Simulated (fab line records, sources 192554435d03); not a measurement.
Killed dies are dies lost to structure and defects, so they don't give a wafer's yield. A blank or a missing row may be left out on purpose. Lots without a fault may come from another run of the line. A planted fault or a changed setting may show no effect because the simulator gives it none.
Chamber matching | flow n5_finfet | N5_DUMMY_GATE_DESCUM_20 on rie_diel-04: 4 sister chambers
The step chemistry O2, time 6.2 s. 8 wafers are shown with their chamber, then 7 later ones without.

WAFERS WITH THEIR CHAMBER
wafer  | chamber | showerhead_plenum_p_Torr (Torr) | oes_product_au (a.u.)
L079.2 | 3       | 1.98                            | 0.69
L082.1 | 3       | 1.98                            | 0.69
L082.3 | 1       | 2.04                            | 0.89
L082.4 | 0       | 2.18                            | 0.75
L082.5 | 1       | 2.04                            | 0.91
L082.6 | 2       | 2.19                            | 0.80
L084.1 | 2       | 2.18                            | 0.79
L084.3 | 0       | 2.17                            | 0.75

WAFERS WITHOUT THEIR CHAMBER
wafer  | showerhead_plenum_p_Torr (Torr) | oes_product_au (a.u.)
L084.6 | 2.18                            | 0.79
L085.3 | 2.04                            | 0.88
L085.4 | 2.17                            | 0.73
L085.5 | 2.04                            | 0.89
L093.3 | 2.18                            | 0.77
L093.5 | 1.97                            | 0.68
L093.6 | 2.17                            | 0.73

WHICH CHAMBER EACH WENT THROUGH
wafer  | from the rows above     | in truth
L084.6 | 2                       | 2
L085.3 | 1                       | 1
L085.4 | 0                       | 0
L085.5 | 1                       | 1
L093.3 | can't be placed: 0 or 2 | 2
L093.5 | 3                       | 3
L093.6 | 0                       | 0
Placed correctly: 6 of 7. Can't be placed from these rows: 1 (the true chamber is among the candidates in 1). Placed wrongly: 0.
How it was worked out, from the rows above alone: a wafer's distance from a chamber is the root of the sum, over the readings, of the square of ((its reading less the chamber's mean) divided by the reading's scatter). The wafer belongs to the nearest chamber; if the next one is less than 2 further off, it can't be placed. A chamber's mean is the mean of its shown wafers. The scatter: the root of (the sum of the squares of (reading less its chamber's mean) over the shown wafers, divided by (wafers less chambers)).
